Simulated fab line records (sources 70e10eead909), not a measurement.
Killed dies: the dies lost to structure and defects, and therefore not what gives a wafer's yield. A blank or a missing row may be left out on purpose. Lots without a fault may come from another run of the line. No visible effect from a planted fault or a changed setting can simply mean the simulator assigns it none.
Which tool was responsible? -- flow nand_harc -- 7 lots with 21 wafers sampled at 3 steps, on a route of 1302 steps

## WHAT EACH GAUGE READ, for each wafer
NHARC_A_SLIT_CD_MEAS_21.
lot,measured,on,cd_nm (nm)
L970,day 20 20:01,cd_sem-03,290.0 288.6 288.0
L972,day 22 03:58,cd_sem-03,291.3 290.8 290.9
L973,day 22 13:53,cd_sem-01,287.4 288.6 289.6
L971,day 23 01:34,cd_sem-03,289.3 288.8 289.7
L980,day 24 06:34,cd_sem-01,288.7 290.0 289.8
L988,day 29 02:55,cd_sem-02,290.5 289.9 290.4
L990,day 29 14:08,cd_sem-01,289.7 289.2 289.4

## TOOL THAT RAN EACH LOT (tool first, then ch and the chambers of the sampled wafers, then the start)
lot,NHARC_A_SLIT_DESCUM_14,NHARC_A_SLIT_ETCH_24
L970,"rie_diel-06 ch 0,1,3, day 20 11:24","rie_diel-06 ch 0,1,3, day 20 11:30"
L972,"rie_diel-06 ch 0,2,3, day 21 21:43","rie_diel-06 ch 0,1,2, day 21 21:47"
L973,"rie_diel-02 ch 0,3, day 22 07:20","rie_diel-02 ch 2,3, day 22 07:26"
L971,"rie_diel-06 ch 0,2,3, day 22 15:58","rie_diel-06 ch 0,1,2, day 22 16:02"
L980,"rie_diel-06 ch 0,1,3, day 24 00:20","rie_diel-06 ch 0,1,2, day 24 00:24"
L988,"rie_diel-10 ch 1,2,3, day 28 20:39","rie_diel-10 ch 0,1,3, day 28 20:44"
L990,"rie_diel-06 ch 1,2,3, day 29 07:40","rie_diel-06 ch 1,2,3, day 29 07:46"
- NHARC_A_SLIT_DESCUM_14: chemistry O2, time 3 s.
- NHARC_A_SLIT_ETCH_24: etches the open film in CF4/CHF3, target depth 121 nm, time 60.5 s.

## THE ANSWER, worked out from the rows above alone
Rule: the usual values come from the lots themselves. The widest of any qualifying gaps counts: lots, ordered by their means at a reading, are off when they make up no more than a third of the lots, leave a main group of 4 or more, and stand apart from it by 3 or more times the standard deviation of that group's means. If all means in a main group match to the digits the tables above print for the reading, that group is not used. A lot without any number at a reading at which 4 lots or more have one is off too. The other lots that the step has rows for count as sound.
No lot is off at any reading shown: from this, nothing can be told.

## WHAT WAS PUT IN BY THE SIMULATOR
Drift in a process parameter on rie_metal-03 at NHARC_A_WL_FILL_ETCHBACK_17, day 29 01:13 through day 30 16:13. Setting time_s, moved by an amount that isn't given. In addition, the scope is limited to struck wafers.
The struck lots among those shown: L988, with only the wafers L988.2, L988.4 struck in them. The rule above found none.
